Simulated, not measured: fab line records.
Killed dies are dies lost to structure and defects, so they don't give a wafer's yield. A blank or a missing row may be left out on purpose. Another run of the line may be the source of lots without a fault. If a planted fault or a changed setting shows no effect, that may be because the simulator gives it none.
Split-lot trial	flow n5 finfet	7 lots, 21 wafers read, on a route of 1938 steps

== ON THE SPLIT ==
At N5_DUMMY_GATE_EXPOSE_12 (exposes mask GATE, target cd 25 nm), the setting dose mj was moved away from the recipe's 34 on 3 of the 21 wafers read, by -7.2% to +6.1%. All remaining wafers had this setting at the recipe value.

== FROM THE SPLIT TO THE READING: what the file shows between them, 12 steps ==
- N5_DUMMY_GATE_PEB_13: peb time 60 s
- N5_DUMMY_GATE_DEVELOP_14: develop time 30 s
- N5_DUMMY_GATE_ETCH_29: etches underlayer in N2/H2, target depth 13 nm
- N5_DUMMY_GATE_ETCH_36: etches SiARC in CF4, target depth 13 nm
- N5_DUMMY_GATE_ETCH_37: etches SOC in N2/H2, target depth 60 nm, overetch 30 nm
- N5_DUMMY_GATE_STRIP_38: strips in N2/H2
- N5_DUMMY_GATE_STRIP_39: strips in N2/H2
- N5_DUMMY_GATE_TRIM_49: chemistry O2, time 29 s, target cd 14 nm
- N5_DUMMY_GATE_STRIP_40: strips in CF4
- N5_DUMMY_GATE_ETCH_32: etches SiO2 in CF4, target depth 3.5 nm, time 3.9 s
- N5_DUMMY_GATE_ETCH_23: etches poly-Si in HBr/Cl2/O2, target depth 41 nm, time 22.3 s
- N5_DUMMY_GATE_ETCH_44: etches poly-Si in HBr/O2, stops on SiO2, target depth 127.5 nm

== THE READING ==
DUMMY_GATE.cd nm (the simulator's own value, which no gauge read), in nm, at N5_DUMMY_GATE_ETCH_42 (etches SiO2 in CHF3/O2, target depth 3.5 nm, time 31 s). There is no usual value for it anywhere in the file. Average 15.0 nm, standard deviation 0.24 nm, over the 18 wafers here run with the recipe.

wafer	tool, chamber at the split	dose mj as run	against the recipe	DUMMY_GATE.cd nm, nm	against lot-mates on the recipe
L074.3	euv scanner-02, 0	31.54	-7.2%	16.6	+1.4
L074.4	euv scanner-02, 0	34	recipe	15	-
L074.6	euv scanner-02, 0	34	recipe	15.4	-
L075.2	euv scanner-02, 0	34	recipe	14.6	-
L075.3	euv scanner-02, 0	34	recipe	14.8	-
L075.5	euv scanner-02, 0	34	recipe	15	-
L083.2	euv scanner-02, 0	34	recipe	15.2	-
L083.3	euv scanner-02, 0	34	recipe	15	-
L083.4	euv scanner-02, 0	34	recipe	15.6	-
L088.2	euv scanner-01, 0	34	recipe	14.8	-
L088.5	euv scanner-01, 0	34	recipe	14.8	-
L088.3	euv scanner-01, 0	34	recipe	15	-
L091.3	euv scanner-02, 0	36.07	+6.1%	13.6	-1.2
L091.5	euv scanner-02, 0	36.07	+6.1%	13.6	-1.2
L091.4	euv scanner-02, 0	34	recipe	14.8	-
L096.1	euv scanner-02, 0	34	recipe	14.8	-
L096.2	euv scanner-02, 0	34	recipe	14.8	-
L096.3	euv scanner-02, 0	34	recipe	14.8	-
L097.2	euv scanner-02, 0	34	recipe	15	-
L097.4	euv scanner-02, 0	34	recipe	15	-
L097.3	euv scanner-02, 0	34	recipe	15.2	-

FIT RESULTS
A straight line over all 21 wafers: DUMMY_GATE.cd nm changes by -0.225 nm for each +1% of dose mj; r = -0.93; the points scatter about the line by 0.23 nm.
The same after taking each lot's own level away (the mean of its wafers on the recipe; 21 wafers): -0.196 nm for each +1%; r = -0.96; scatter 0.15 nm.
According to that fit, moving dose mj by its largest amount changes the reading by 1.4 nm.
From 14.80 to 15.27 nm: that is the span of the lots' own levels, equal to 1.9 times the standard deviation above.
So the slope is not independent of the lot-to-lot level: the two fits are not the same.
Check: for one of the wafers moved furthest among these (-7.2%), held out of the fit, the line's prediction against its lot-mates is +1.43 nm. It came out at +1.4 nm against them.

== THE WHOLE CHAIN: every reading that the file lists as answering this split, in the file's order ==
step	what it does	reading	change (the file's fit)	r (the file's)
N5_DUMMY_GATE_TRIM_49	chemistry O2, time 29 s, target cd 14 nm	DUMMY_GATE.cd nm (the simulator's own value, which no gauge read)	-0.179 nm for each +1% of the setting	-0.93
N5_DUMMY_GATE_ETCH_44	etches poly-Si in HBr/O2, stops on SiO2, target depth 127.5 nm	DUMMY_GATE.cd nm (the simulator's own value, which no gauge read)	-0.188 nm for each +1% of the setting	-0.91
N5_DUMMY_GATE_ETCH_42	etches SiO2 in CHF3/O2, target depth 3.5 nm, time 31 s	DUMMY_GATE.cd nm (the simulator's own value, which no gauge read)	-0.195 nm for each +1% of the setting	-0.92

== FILE'S OWN FIT ==
DUMMY_GATE.cd nm changes by -0.195 nm for each +1% of dose mj, r = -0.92.
